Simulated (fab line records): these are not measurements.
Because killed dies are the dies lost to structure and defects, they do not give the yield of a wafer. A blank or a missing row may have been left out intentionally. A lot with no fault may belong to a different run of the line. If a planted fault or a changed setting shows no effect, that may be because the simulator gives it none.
Matching of chambers + flow nand harc + NHARC_THIN_TSV_DEP_43 on pecvd-01 has 3 sister chambers
The step deposits SiO2, target thk 1328.5 nm. 3 wafers are shown with their chamber, then 7 later ones without.

WAFERS WITH THEIR CHAMBER
| wafer  | chamber | throttle valve pct (%) |
|--------|---------|------------------------|
| L868.4 | 1       | 16.4                   |
| L869.1 | 0       | 16.2                   |
| L869.4 | 2       | 16.7                   |

WAFERS WITH NO CHAMBER GIVEN
| wafer  | throttle valve pct (%) |
|--------|------------------------|
| L869.5 | 16.0                   |
| L873.1 | 16.0                   |
| L873.2 | 16.1                   |
| L873.3 | 15.8                   |
| L880.1 | 15.7                   |
| L880.2 | 16.3                   |
| L880.3 | 16.3                   |

WHICH CHAMBER EACH ONE RAN IN
| wafer  | from the rows above          | in truth |
|--------|------------------------------|----------|
| L869.5 | can't be placed: 0 or 1 or 2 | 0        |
| L873.1 | can't be placed: 0 or 1 or 2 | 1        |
| L873.2 | can't be placed: 0 or 1 or 2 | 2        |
| L873.3 | can't be placed: 0 or 1 or 2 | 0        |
| L880.1 | can't be placed: 0 or 1 or 2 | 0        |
| L880.2 | can't be placed: 1 or 0 or 2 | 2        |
| L880.3 | can't be placed: 1 or 0 or 2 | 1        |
Placed correctly: 0 of 7. From these rows, 7 cannot be placed; in 7 the true chamber is one of the candidates. Wrongly placed: 0.
How it was worked out, from the rows above alone: a wafer's distance from a chamber is the root of the sum, over the readings, of the square of ((its reading less the chamber's mean) divided by the reading's scatter). The wafer belongs to the nearest chamber; if the next one is less than 2 further off, it can't be placed. For every chamber, the mean is computed from those of its wafers that are shown. The scatter: with one shown wafer a chamber, the root of the mean of the squares of how far each hidden wafer lies from its nearest shown one.
